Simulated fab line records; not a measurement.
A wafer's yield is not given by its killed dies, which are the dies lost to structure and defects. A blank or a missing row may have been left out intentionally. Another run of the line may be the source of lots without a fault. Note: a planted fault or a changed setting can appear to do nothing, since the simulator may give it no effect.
A lot that was struck, set against a sound lot :: flow nandHarc :: 25 steps out of a route of 1302
Sound: wafers L447.2, L447.3, L447.4. Wafers struck: L442.1, L442.2, L442.4. The cause comes at the end.
Each step with rows lists, per side, the tool, then ch with its chambers, then its first start. Under that, the readings that differ: sound wafers :: struck wafers :: difference of the means :: sigmas: that difference in standard deviations of wafers without a fault.
alike: same words and numbers on both sides, and readings whose means sit less than 2 such deviations apart. not compared: any withheld reading, any reading some wafer has no value for, any bound like >300 that may hide the same value, and any number with overlapping values for which the record gives no deviation.
The two part at a step that has a row with sigmas, a row that says differs or no value, or rows on one side only. Numbers that don't overlap but have no deviation are shown without sigmas and don't part them. Lack of a reading on every wafer of one side parts them only where that side has two or more wafers.

first, 5 steps without rows for these wafers: NHARC_A_SLIT_SOFTBAKE_04 (time 55 s); NHARC_A_SLIT_EBR_05; NHARC_A_SLIT_EXPOSE_06 (exposes mask SLIT); NHARC_A_SLIT_PEB_07 (peb time 65 s); NHARC_A_SLIT_DEVELOP_08 (develop time 35 s).
NHARC_A_SLIT_CD_MEAS_09: the cd target is 300 nm.
  sound on cdSem-02 ch 0, day 24 17:11; struck on cdSem-03 ch 0, day 23 06:44
  alike: cdNm
NHARC_A_SLIT_OVL_MEAS_10:
  struck on overlay-01, day 23 06:49; sound on overlay-02, day 24 17:17
  alike: overlayXNm, overlayYNm
NHARC_A_SLIT_INSPECT_11:
  struck on defectInspect-02, day 23 06:52; sound on defectInspect-02, day 24 17:19
  alike: rawDefectCount
then, 1 step without rows for these wafers: NHARC_A_SLIT_DESCUM_14 (chemistry O2, time 3 s).
NHARC_A_SLIT_ETCH_24: etches the open film in CF4/CHF3, target depth 121 nm, time 60.5 s.
  sound on rieDiel-03 ch 0,1,2, day 24 17:28; struck on rieDiel-10 ch 1,2,3, day 23 07:02
  alike: drypumpMotorCurrentA, mfcArSccm, oesProductAu, rfFwdPowerW, rfVppV, showerheadPlenumPTorr, throttleValvePct
  not compared: rfHoursCounterH
NHARC_A_SLIT_ETCH_15: etches the open film in O2/COS, target depth 6200 nm, time 1612 s.
  sound: rieDiel-03 ch 0,1,3; struck: rieDiel-10 ch 1,3
  alike: drypumpMotorCurrentA, mfcArSccm, oesProductAu, rfFwdPowerW, rfVppV, showerheadPlenumPTorr, throttleValvePct
  not compared: rfHoursCounterH
NHARC_A_SLIT_ETCH_17: etches the open film in C4F8/O2/Ar, time 4254.5 s, target depth 20300 nm.
  sound on harEtch-01 ch 0,1, day 24 19:40; struck on harEtch-02 ch 0,1, day 23 08:25
  alike: drypumpMotorCurrentA, heBacksideLeakSccm, mfcArSccm, showerheadPlenumPTorr, throttleValvePct
  not compared: rfHoursCounterH
NHARC_A_SLIT_ETCH_26: etches the open film in C4F8/O2/Ar, time 90 s, target depth 400 nm.
  sound on harEtch-01 ch 0,1, day 24 22:41; struck on harEtch-02 ch 0,1, day 23 12:02
  alike: drypumpMotorCurrentA, heBacksideLeakSccm, mfcArSccm, rfFwdPowerW, showerheadPlenumPTorr, throttleValvePct
  not compared: rfHoursCounterH
then, 1 step without rows for these wafers: NHARC_A_SLIT_STRIP_28 (strips in O2/COS).
NHARC_A_SLIT_ETCH_29: etches the open film in CF4/O2, target depth 100 nm, overetch 10 nm, time 55 s.
  sound on rieDiel-03 ch 0,1,2, day 24 23:33; struck on rieDiel-03 ch 0,2,3, day 23 12:55
reading: rfHoursCounterH (h)
sound: 4.9 6.1 6.4
struck: 2.9 2.9 3.7
difference: -2.6
sigmas: 
  alike: drypumpMotorCurrentA, mfcArSccm, oesProductAu, rfFwdPowerW, rfVppV, showerheadPlenumPTorr, throttleValvePct
then, 3 steps without rows for these wafers: NHARC_A_SLIT_STRIP_18 (strips in O2); NHARC_A_SLIT_PRECLEAN_19 (cleans in SC1); NHARC_A_SLIT_SRD_20.
NHARC_A_SLIT_CD_MEAS_21:
  struck on cdSem-03, day 23 13:27; sound on cdSem-03, day 25 00:08
  alike: cdNm
then, 3 steps without rows for these wafers: NHARC_A_SIN_REMOVE_WET_00 (chemistry H3PO4, time 15300 s); NHARC_A_SIN_REMOVE_PRECLEAN_01 (cleans in SC1); NHARC_A_SIN_REMOVE_SRD_02.
NHARC_A_SIN_REMOVE_INSPECT_04:
  struck on defectInspect-02, day 23 20:10; sound on defectInspect-01, day 25 06:08
reading: rawDefectCount
sound: 420 554 387
struck: 634 604 718
difference: +198
sigmas: +2
NHARC_A_WL_FILL_ALD_00: deposits Al2O3, target thk 3 nm, pulse time 3 s, ald cycles 30.
  sound on aldHk-01 ch 1,2,3, day 25 06:14; struck on aldHk-04 ch 0,2,3, day 23 20:14
  alike: heaterPowerW, precursorPulseHeightRel
-- record jumps: 4 days between struck wafers' starts before vs after; left off in module A_WL_FILL, resumes in module END, first step shown is number 1302 of the route --
NHARC_END_SORT_01:
  at this point the record logs the struck wafers (prober-01 ch 0, day 28 00:16) and has no rows for the sound ones

== WHERE THEY PART ==
At NHARC_A_SIN_REMOVE_INSPECT_04 first; at NHARC_END_SORT_01 last (within this record only).

WHY: whatever the simulator had introduced
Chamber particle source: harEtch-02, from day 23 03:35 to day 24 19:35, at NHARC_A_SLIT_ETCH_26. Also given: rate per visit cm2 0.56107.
